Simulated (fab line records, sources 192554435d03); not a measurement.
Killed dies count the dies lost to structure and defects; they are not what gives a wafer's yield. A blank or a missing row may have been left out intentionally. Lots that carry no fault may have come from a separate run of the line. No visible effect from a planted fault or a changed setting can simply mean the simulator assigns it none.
fab line records	flow n5Finfet	part 1 of 2: steps 1 to 4 of 6
record lots=24	wafers=72	lastDay=18
route steps=1938 shown PMOS_HMC_CHANNEL_EPI@69 FIN_SAQP@97
lots untouched by any fault: they come from a run of this same line in which no faults occurred
startH: hours from the record's opening day to when the first of the lot's shown wafers began	waitH: time in hours since the lot's previous step	" unchanged from the row above	L1.1+2: a row that stands for several wafers	- no value, or no start was given	* or withheld: withheld	< > ~ a bound
route shown NAME@n: a module of which the file shows steps, and the number in the route of the first	usual: average and standard deviation across the fault-free wafers	same: alike in all rows	chamber/n: place in a boat	sites: readings site by site	_std_site: the standard deviation of these	_edge_site: mean of outer sites minus mean of inner sites	radiusMm: how far each site lies from the wafer's centre	mask NAME#n: copy n	behind: tool/chamber where the wafer was last shaped	hold: what put the lot on hold/how long, in hours/how the hold closed	device: the n, p or np transistor that did not switch	end of line: tests of these same wafers at the route's end	for a step that has no rows: nothing shown but its recipe	killed: dies lost to structure and defects at the first sort, not the wafer's yield	map: the dies of a wafer, with x for killed, . for not killed, _ for no die there
set.NAME: the run value of the setting; set.NAME@STEP: its run value at that earlier step	model.NAME: the simulator's own value behind a step, which no gauge read
steps of the route over a sample of lots; a table a step, a row a wafer
services: the hour from which a tool's chamber was out of use, counted from the record's first day as startH (under 0 if before that day), plus the number of hours and why
## steps
# step N5_PMOS_HMC_CHANNEL_EPI_ETCH_32
# recipe chemistry=N2/H2	target=BARC	stopOn=SiO2	targetDepthA=858	overEtchFrac=0.3	timeS=50.3	ionEnergyEv=200	maskMaterial=CAR-ArF-block	pressureMtorr=30	sourceW=840	biasW=150	n2FlowSccm=200	h2FlowSccm=200
# usual drypumpMotorCurrentA=5.6/0.37	oesProductAu=0.65/0.039	rfVppV=523.7/2.3	showerheadPlenumPTorr=2.53/0.081	throttleValvePct=18.0/0.31
lot.wafer	tool	chamber	startH	waitH	drypumpMotorCurrentA	oesProductAu	rfHoursCounterH	rfVppV	showerheadPlenumPTorr	throttleValvePct
L074.2	rieDiel-01	1	17.51	0.0	5.3	0.68	112	521.2	2.45	18.0
L074.4	"	2	"	"	6.1	0.68	-	527.3	2.67	17.6
L074.5	"	3	"	"	6.1	0.64	-	522.2	2.43	18.3
L075.1	rieDiel-03	2	23.14	0.0	5.9	0.63	208	522.1	2.50	18.4
L075.4	"	3	"	"	5.2	0.69	107	521.9	2.45	17.9
L075.6	"	1	"	"	5.1	0.60	-	524.0	2.54	18.4
L076.2	rieDiel-01	0	29.61	0.0	6.4	0.67	127	524.1	2.54	17.5
L076.5	"	3	"	"	6.1	0.64	-	522.6	2.43	18.3
L076.6	"	2	"	"	6.1	0.67	-	527.3	2.67	17.6
L077.1	rieDiel-03	0	35.72	0.0	5.4	0.66	146	525.7	2.67	18.2
L077.4	"	3	"	"	5.2	0.68	111	522.0	2.45	17.9
L077.6	"	1	"	"	5.1	0.60	-	523.5	2.54	18.4
L078.1	rieDiel-01	0	41.55	0.0	6.4	0.67	129	523.2	2.53	17.5
L078.3	"	3	"	"	6.1	0.64	155	520.6	2.43	18.3
L078.6	"	2	"	"	6.1	0.67	-	525.7	2.67	17.6
L079.1	rieDiel-03	1	47.88	0.0	5.1	0.60	190	523.1	2.54	18.4
L079.2	"	0	"	"	5.4	0.66	149	525.4	2.67	18.2
L079.3	"	2	"	"	5.8	0.62	215	523.0	2.50	18.4
L080.3	rieDiel-02	2	53.91	0.0	5.8	0.67	113	525.4	2.55	17.9
L080.4	"	3	"	"	5.4	0.73	46	524.3	2.57	17.5
L080.5	"	3	"	"	5.4	0.74	-	526.2	2.57	17.5
L081.1	rieDiel-02	3	59.45	0.0	5.3	0.73	48	524.8	2.57	17.5
L081.5	"	3	"	"	5.3	0.74	-	524.6	2.57	17.5
L081.6	"	2	"	"	5.9	0.67	-	523.4	2.55	17.8
L082.1	rieDiel-02	3	65.90	0.0	5.3	0.73	49	525.1	2.57	17.5
L082.5	"	0	"	"	5.6	0.60	-	527.4	2.63	17.9
L082.6	"	1	"	"	5.6	0.68	-	520.2	2.45	18.0
L083.2	rieDiel-01	0	71.53	0.0	6.4	0.66	137	524.0	2.53	17.6
L083.3	"	3	"	"	6.1	0.63	164	521.0	2.42	18.3
L083.4	"	2	"	"	6.1	0.66	121	527.7	2.66	17.6
L084.1	rieDiel-01	2	77.35	0.0	6.1	0.66	123	526.3	2.66	17.6
L084.2	"	3	"	"	6.1	0.63	166	520.4	2.42	18.3
L084.3	"	1	"	"	5.3	0.66	129	520.4	2.45	18.1
L085.1	rieDiel-03	2	83.87	0.0	5.9	0.62	224	522.6	2.49	18.5
L085.3	"	3	"	"	5.2	0.67	124	520.6	2.44	17.9
L085.4	"	1	"	"	5.1	0.60	198	524.2	2.53	18.4
L086.1	rieDiel-03	3	89.26	0.0	5.2	0.67	126	520.4	2.44	17.9
L086.3	"	2	"	"	5.8	0.61	226	522.5	2.49	18.5
L086.5	"	2	"	"	5.8	0.62	-	523.1	2.49	18.5
L087.3	rieDiel-02	2	98.80	0.0	5.9	0.66	125	523.4	2.55	17.9
L087.4	"	0	"	"	5.6	0.59	232	526.6	2.63	17.9
L087.5	"	3	"	"	5.3	0.72	-	525.0	2.56	17.5
L088.1	rieDiel-02	2	101.79	0.0	5.9	0.66	126	522.6	2.55	17.9
L088.2	"	3	"	"	5.3	0.72	59	525.0	2.56	17.5
L088.5	"	2	"	"	5.9	0.65	-	525.4	2.55	17.9
L089.1	rieDiel-02	2	107.27	0.0	5.9	0.65	127	523.7	2.55	17.9
L089.4	"	0	"	"	5.6	0.58	235	525.7	2.62	17.9
L089.6	"	3	"	"	5.3	0.73	-	525.2	2.56	17.5
L090.1	rieDiel-02	2	114.49	0.0	6.0	0.66	129	522.6	2.55	17.9
L090.2	"	0	"	"	5.6	0.58	238	526.3	2.62	17.9
L090.3	"	1	"	"	5.6	0.68	133	520.8	2.44	18.1
L091.1	rieDiel-03	3	120.06	0.0	5.2	0.66	133	521.1	2.44	17.9
L091.3	"	1	"	"	5.1	0.59	213	523.3	2.53	18.4
L091.6	"	2	"	"	5.9	0.61	-	523.9	2.49	18.5
L092.1	rieDiel-01	2	125.28	0.0	6.1	0.65	137	528.4	2.66	17.6
L092.4	"	0	"	"	6.4	0.65	153	524.2	2.52	17.6
L092.6	"	3	"	"	6.0	0.62	-	520.7	2.42	18.3
L093.3	rieDiel-02	3	131.59	0.0	5.4	0.72	70	523.1	2.56	17.6
L093.4	"	2	"	"	5.9	0.65	136	523.9	2.55	17.9
L093.5	"	1	"	"	5.6	0.67	-	520.3	2.44	18.1
L094.1	rieDiel-02	2	137.49	0.0	5.9	0.65	137	524.1	2.54	17.9
L094.2	"	3	"	"	5.4	0.72	70	525.5	2.56	17.5
L094.5	"	2	"	"	5.9	0.65	-	522.4	2.54	17.9
L095.1	rieDiel-03	2	143.21	0.0	5.9	0.60	243	523.5	2.49	18.5
L095.2	"	1	"	"	5.1	0.59	218	522.3	2.52	18.4
L095.5	"	1	"	"	5.1	0.58	-	523.2	2.52	18.4
L096.1	rieDiel-01	2	150.14	0.0	6.1	0.64	146	526.4	2.65	17.6
L096.2	"	3	"	"	6.1	0.62	189	518.6	2.41	18.4
L096.6	"	1	"	"	5.3	0.65	-	521.1	2.44	18.1
L097.1	rieDiel-02	0	155.93	0.0	5.6	0.58	250	525.9	2.62	17.9
L097.3	"	3	"	"	5.4	0.70	75	524.7	2.56	17.6
L097.5	"	1	"	"	5.6	0.67	-	520.5	2.44	18.1
# step N5_FIN_SAQP_THK_MEAS_05
# usual thkNm=38.0/0.56
lot.wafer	tool	chamber	startH	waitH	thkNm
L074.2	filmMetro-02	-	20.93	0.1	37.9
L074.4	"	-	"	"	38.5
L074.5	"	-	"	"	38.9
L075.1	filmMetro-01	-	26.70	0.1	38.2
L075.4	"	-	"	"	38.5
L075.6	"	-	"	"	38.1
L076.2	filmMetro-01	-	33.10	0.1	38.2
L076.5	"	-	"	"	38.8
L076.6	"	-	"	"	37.9
L077.1	filmMetro-01	-	39.58	0.1	36.9
L077.4	"	-	"	"	37.2
L077.6	"	-	"	"	39.0
L078.1	filmMetro-01	-	45.52	0.1	37.2
L078.3	"	-	"	"	37.3
L078.6	"	-	"	"	38.0
L079.1	filmMetro-02	-	51.30	0.1	37.4
L079.2	"	-	"	"	37.8
L079.3	"	-	"	"	37.1
L080.3	filmMetro-02	-	58.05	0.1	37.5
L080.4	"	-	"	"	38.1
L080.5	"	-	"	"	37.3
L081.1	filmMetro-02	-	62.82	0.1	38.0
L081.5	"	-	"	"	38.1
L081.6	"	-	"	"	39.0
L082.1	filmMetro-01	-	69.47	0.1	38.1
L082.5	"	-	"	"	37.9
L082.6	"	-	"	"	38.6
L083.2	filmMetro-02	-	75.43	0.1	37.8
L083.3	"	-	"	"	36.9
L083.4	"	-	"	"	37.9
L084.1	filmMetro-02	-	80.72	0.1	37.7
L084.2	"	-	"	"	37.5
L084.3	"	-	"	"	36.6
L085.1	filmMetro-01	-	87.35	0.1	37.6
L085.3	"	-	"	"	37.0
L085.4	"	-	"	"	37.5
L086.1	filmMetro-02	-	92.69	0.1	38.2
L086.3	"	-	"	"	37.4
L086.5	"	-	"	"	38.6
L087.3	filmMetro-01	-	102.45	0.1	37.5
L087.4	"	-	"	"	37.8
L087.5	"	-	"	"	38.0
L088.1	filmMetro-02	-	105.28	0.1	38.0
L088.2	"	-	"	"	38.4
L088.5	"	-	"	"	38.8
L089.1	filmMetro-02	-	110.82	0.1	38.1
L089.4	"	-	"	"	38.3
L089.6	"	-	"	"	37.5
L090.1	filmMetro-02	-	117.91	0.1	37.8
L090.2	"	-	"	"	37.9
L090.3	"	-	"	"	38.0
L091.1	filmMetro-02	-	123.86	0.1	38.0
L091.3	"	-	"	"	38.5
L091.6	"	-	"	"	38.9
L092.1	filmMetro-02	-	129.04	0.1	38.1
L092.4	"	-	"	"	38.5
L092.6	"	-	"	"	38.1
L093.3	filmMetro-01	-	134.93	0.1	38.1
L093.4	"	-	"	"	38.6
L093.5	"	-	"	"	38.4
L094.1	filmMetro-01	-	140.95	0.1	37.7
L094.2	"	-	"	"	37.1
L094.5	"	-	"	"	38.0
L095.1	filmMetro-02	-	146.90	0.1	37.8
L095.2	"	-	"	"	37.6
L095.5	"	-	"	"	38.4
L096.1	filmMetro-01	-	154.09	0.1	37.7
L096.2	"	-	"	"	37.1
L096.6	"	-	"	"	38.5
L097.1	filmMetro-01	-	159.45	0.1	38.2
L097.3	"	-	"	"	37.5
L097.5	"	-	"	"	38.7
# step N5_FIN_SAQP_ETCH_51
# recipe chemistry=CF4	target=SiARC	targetDepthA=455	maskMaterial=CAR-ArF	timeS=75.8	ionEnergyEv=80	pressureMtorr=40	sourceW=545	biasW=36	Ar_flow_sccm=100	cf4FlowSccm=100	ends=cleared
# usual drypumpMotorCurrentA=5.9/0.5	etchRfOnTimeS=75.4/2	oesProductAu=0.69/0.079	rfVppV=184.9/1.1	showerheadPlenumPTorr=2.20/0.058	throttleValvePct=15.53/0.21
lot.wafer	tool	chamber	startH	waitH	drypumpMotorCurrentA	etchRfOnTimeS	oesProductAu	rfHoursCounterH	rfVppV	showerheadPlenumPTorr	throttleValvePct
L074.2	rieDiel-04	2	21.76	0.0	6.3	74.6	0.76	34	183.9	2.26	15.50
L074.4	"	2	"	"	6.3	74.8	0.76	-	185.9	2.26	15.48
L074.5	"	3	"	"	6.2	73.9	0.78	-	185.3	2.18	15.19
L075.1	rieDiel-05	3	27.73	0.0	5.8	77.4	0.64	166	184.3	2.21	15.27
L075.4	"	1	"	"	5.8	76.1	0.69	94	186.2	2.24	15.89
L075.6	"	1	"	"	5.8	75.6	0.68	-	184.5	2.25	15.89
L076.2	rieDiel-05	3	33.80	0.0	5.8	77.1	0.64	169	185.0	2.21	15.26
L076.5	"	1	"	"	5.8	75.9	0.68	-	186.1	2.24	15.89
L076.6	"	2	"	"	5.4	74.4	0.77	-	182.4	2.12	15.33
L077.1	rieDiel-04	3	40.35	0.0	6.3	75.0	0.77	30	185.4	2.18	15.20
L077.4	"	2	"	"	6.3	74.4	0.74	41	185.6	2.26	15.51
L077.6	"	0	"	"	5.0	75.1	0.84	-	183.0	2.10	15.60
L078.1	rieDiel-04	2	46.43	0.0	6.3	73.7	0.75	43	184.2	2.26	15.52
L078.3	"	0	"	"	5.0	75.7	0.83	5	184.2	2.10	15.61
L078.6	"	0	"	"	5.0	75.1	0.83	-	183.0	2.10	15.61
L079.1	rieDiel-04	1	52.12	0.0	5.8	77.5	0.61	188	184.8	2.22	15.50
L079.2	"	0	"	"	5.0	76.1	0.82	7	184.8	2.10	15.61
L079.3	"	3	"	"	6.2	74.9	0.76	33	185.4	2.18	15.19
L080.3	rieDiel-06	0	58.74	0.0	6.4	75.3	0.64	157	185.0	2.22	15.73
L080.4	"	2	"	"	5.9	74.8	0.59	221	183.8	2.14	15.77
L080.5	"	1	"	"	6.5	70.4	0.82	-	184.6	2.28	15.36
L081.1	rieDiel-06	1	63.63	0.0	6.5	71.5	0.82	7	185.2	2.28	15.36
L081.5	"	3	"	"	5.0	75.4	0.67	-	185.5	2.21	15.38
L081.6	"	2	"	"	5.9	75.1	0.59	-	184.8	2.14	15.77
L082.1	rieDiel-06	1	70.34	0.0	6.5	72.0	0.81	9	186.0	2.28	15.37
L082.5	"	0	"	"	6.3	76.6	0.65	-	186.0	2.22	15.76
L082.6	"	1	"	"	6.5	71.3	0.81	-	185.0	2.28	15.37
L083.2	rieDiel-06	2	76.14	0.0	5.9	76.6	0.58	225	185.1	2.14	15.78
L083.3	"	3	"	"	5.0	77.5	0.66	143	184.7	2.21	15.38
L083.4	"	0	"	"	6.3	77.8	0.64	163	183.3	2.21	15.75
L084.1	rieDiel-04	3	81.42	0.0	6.3	73.4	0.76	44	183.7	2.17	15.22
L084.2	"	1	"	"	5.8	77.2	0.61	195	185.0	2.22	15.50
L084.3	"	2	"	"	6.2	73.5	0.74	55	185.5	2.26	15.53
L085.1	rieDiel-06	1	88.08	0.0	6.5	71.1	0.79	16	186.2	2.27	15.38
L085.3	"	0	"	"	6.3	76.7	0.64	168	184.5	2.21	15.76
L085.4	"	2	"	"	5.9	75.9	0.58	230	183.9	2.14	15.77
L086.1	rieDiel-05	3	93.66	0.0	5.8	76.4	0.62	189	185.2	2.20	15.29
L086.3	"	1	"	"	5.8	74.9	0.67	117	184.8	2.24	15.95
L086.5	"	1	"	"	5.8	75.3	0.67	-	185.2	2.24	15.93
L087.3	rieDiel-05	2	103.36	0.0	5.4	73.8	0.74	54	183.7	2.11	15.38
L087.4	"	0	"	"	6.2	76.1	0.81	4	186.2	2.27	15.16
L087.5	"	3	"	"	5.9	75.5	0.63	-	184.1	2.20	15.32
L088.1	rieDiel-06	0	105.97	0.0	6.3	77.5	0.63	175	186.2	2.21	15.76
L088.2	"	3	"	"	5.0	76.3	0.65	154	185.3	2.21	15.41
L088.5	"	0	"	"	6.3	77.6	0.63	-	186.1	2.21	15.78
L089.1	rieDiel-06	3	111.99	0.0	5.0	76.9	0.64	157	185.6	2.21	15.41
L089.4	"	1	"	"	6.5	72.0	0.78	25	185.7	2.27	15.40
L089.6	"	0	"	"	6.4	77.2	0.63	-	186.2	2.21	15.77
L090.1	rieDiel-06	1	118.61	0.0	6.5	70.9	0.77	27	187.4	2.27	15.41
L090.2	"	0	"	"	6.4	76.3	0.63	179	183.6	2.21	15.77
L090.3	"	2	"	"	5.9	75.6	0.58	241	183.5	2.13	15.81
L091.1	rieDiel-04	0	124.80	0.0	5.0	75.5	0.77	33	181.7	2.09	15.68
L091.3	"	1	"	"	5.8	78.2	0.59	211	184.9	2.22	15.55
L091.6	"	0	"	"	5.0	76.2	0.76	-	183.4	2.09	15.66
L092.1	rieDiel-04	3	129.74	0.0	6.3	74.6	0.73	60	184.1	2.17	15.26
L092.4	"	1	"	"	5.8	79.3	0.58	213	185.1	2.22	15.55
L092.6	"	1	"	"	5.8	78.4	0.59	-	185.3	2.22	15.55
L093.3	rieDiel-05	0	135.75	0.0	6.2	75.2	0.79	16	186.9	2.26	15.21
L093.4	"	1	"	"	5.8	73.7	0.65	-	185.7	2.23	15.97
L093.5	"	3	"	"	5.8	75.9	0.62	-	184.9	2.20	15.33
L094.1	rieDiel-06	1	142.00	0.0	6.5	70.6	0.76	35	186.2	2.27	15.41
L094.2	"	0	"	"	6.3	77.3	0.62	187	186.7	2.21	15.80
L094.5	"	3	"	"	5.0	76.0	0.64	-	185.1	2.21	15.42
L095.1	rieDiel-05	1	147.90	0.0	5.8	75.6	0.65	138	185.5	2.23	15.96
L095.2	"	2	"	"	5.4	73.6	0.73	65	183.4	2.11	15.38
L095.5	"	3	"	"	5.8	77.8	0.62	-	185.0	2.20	15.32
L096.1	rieDiel-06	1	155.00	0.0	6.5	71.6	0.76	40	184.1	2.26	15.42
L096.2	"	0	"	"	6.3	78.2	0.62	193	186.4	2.20	15.80
L096.6	"	1	"	"	6.5	71.3	0.75	-	184.9	2.27	15.44
L097.1	rieDiel-04	0	160.32	0.0	5.0	74.6	0.75	44	183.2	2.09	15.71
L097.3	"	2	"	"	6.3	72.8	0.71	81	187.8	2.25	15.59
L097.5	"	2	"	"	6.3	73.3	0.71	-	184.4	2.25	15.59
# step N5_FIN_SAQP_MANDREL_ETCH_22
# recipe targetDepthA=600	chemistry=HBr/Cl2	target=a-Si	stopOn=SiNx	btTimeS=10	overEtchFrac=0.5	timeS=30	pressureMtorr=10	icpW=800	biasW=75	HBr_flow_sccm=150	Cl2_flow_sccm=80	ends=endPoint
# usual drypumpMotorCurrentA=5.9/0.4	oesProductAu=0.763/0.014	throttleValvePct=35.4/0.34
# same btTimeS=10
lot.wafer	tool	chamber	startH	waitH	drypumpMotorCurrentA	oesProductAu	rfHoursCounterH	throttleValvePct
L074.2	rieSi-04	2	22.00	0.0	5.7	0.775	91	35.7
L074.4	"	1	"	"	5.8	0.765	205	35.0
L074.5	"	1	"	"	5.8	0.763	-	35.0
L075.1	rieSi-01	3	27.98	0.0	6.2	0.773	75	36.3
L075.4	"	2	"	"	5.6	0.752	4	35.3
L075.6	"	3	"	"	6.2	0.776	-	36.2
L076.2	rieSi-02	1	34.05	0.0	5.6	0.757	38	35.6
L076.5	"	0	"	"	6.2	0.765	-	35.3
L076.6	"	1	"	"	5.5	0.764	-	35.6
L077.1	rieSi-01	2	40.60	0.0	5.6	0.740	5	35.4
L077.4	"	0	"	"	5.5	0.736	86	35.4
L077.6	"	2	"	"	5.6	0.748	-	35.3
L078.1	rieSi-02	0	46.68	0.0	6.2	0.755	80	35.4
L078.3	"	3	"	"	6.8	0.747	40	35.3
L078.6	"	3	"	"	6.8	0.750	-	35.3
L079.1	rieSi-04	2	52.37	0.0	5.7	0.774	92	35.7
L079.2	"	0	"	"	5.6	0.746	7	35.0
L079.3	"	3	"	"	5.6	0.753	96	35.2
L080.3	rieSi-02	2	59.00	0.0	6.1	0.774	2	35.0
L080.4	"	1	"	"	5.5	0.755	39	35.6
L080.5	"	3	"	"	6.8	0.755	-	35.3
L081.1	rieSi-02	3	63.88	0.0	6.8	0.750	40	35.3
L081.5	"	1	"	"	5.6	0.762	-	35.6
L081.6	"	0	"	"	6.2	0.774	-	35.3
L082.1	rieSi-02	0	70.59	0.0	6.2	0.761	81	35.3
L082.5	"	2	"	"	6.2	0.790	-	35.0
L082.6	"	1	"	"	5.5	0.755	-	35.6
L083.2	rieSi-02	2	76.39	0.0	6.1	0.766	2	35.0
L083.3	"	0	"	"	6.2	0.745	81	35.4
L083.4	"	1	"	"	5.6	0.759	39	35.6
L084.1	rieSi-02	2	81.67	0.0	6.2	0.786	2	35.0
L084.2	"	3	"	"	6.8	0.740	40	35.3
L084.3	"	0	"	"	6.1	0.758	81	35.3
L085.1	rieSi-04	1	88.33	0.0	5.8	0.765	0	35.3
L085.3	"	0	"	"	5.6	0.747	8	34.9
L085.4	"	2	"	"	5.7	0.777	93	35.7
L086.1	rieSi-04	0	93.91	0.0	5.6	0.759	8	34.9
L086.3	"	1	"	"	5.8	0.785	1	35.2
L086.5	"	0	"	"	5.6	0.754	-	34.9
L087.3	rieSi-01	3	103.61	0.0	6.3	0.775	76	36.3
L087.4	"	2	"	"	5.6	0.749	6	35.3
L087.5	"	1	"	"	5.9	0.783	-	35.2
L088.1	rieSi-01	3	106.22	0.0	6.2	0.771	76	36.3
L088.2	"	0	"	"	5.5	0.750	86	35.4
L088.5	"	2	"	"	5.6	0.756	-	35.3
L089.1	rieSi-04	0	112.24	0.0	5.6	0.765	8	34.9
L089.4	"	3	"	"	5.6	0.786	97	35.2
L089.6	"	1	"	"	5.8	0.785	-	35.2
L090.1	rieSi-04	0	118.85	0.0	5.6	0.760	8	34.9
L090.2	"	2	"	"	5.7	0.761	93	35.7
L090.3	"	1	"	"	5.8	0.762	1	35.3
L091.1	rieSi-01	2	125.04	0.0	5.6	0.749	6	35.3
L091.3	"	0	"	"	5.5	0.755	87	35.4
L091.6	"	3	"	"	6.2	0.776	-	36.3
L092.1	rieSi-01	3	129.98	0.0	6.2	0.771	77	36.3
L092.4	"	2	"	"	5.6	0.761	6	35.3
L092.6	"	2	"	"	5.6	0.761	-	35.3
L093.3	rieSi-02	1	136.00	0.0	5.5	0.749	40	35.6
L093.4	"	3	"	"	6.8	0.743	41	35.3
L093.5	"	2	"	"	6.1	0.784	-	35.0
L094.1	rieSi-02	2	142.25	0.0	6.1	0.769	3	35.0
L094.2	"	3	"	"	6.8	0.743	41	35.3
L094.5	"	1	"	"	5.6	0.761	-	35.6
L095.1	rieSi-01	2	148.15	0.0	5.6	0.762	7	35.3
L095.2	"	3	"	"	6.2	0.780	77	36.3
L095.5	"	3	"	"	6.2	0.793	-	36.2
L096.1	rieSi-04	3	155.36	0.0	5.6	0.762	97	35.2
L096.2	"	0	"	"	5.6	0.757	9	34.9
L096.6	"	3	"	"	5.6	0.763	-	35.2
L097.1	rieSi-02	2	160.57	0.0	6.2	0.769	4	35.0
L097.3	"	3	"	"	6.8	0.735	42	35.3
L097.5	"	0	"	"	6.1	0.764	-	35.3
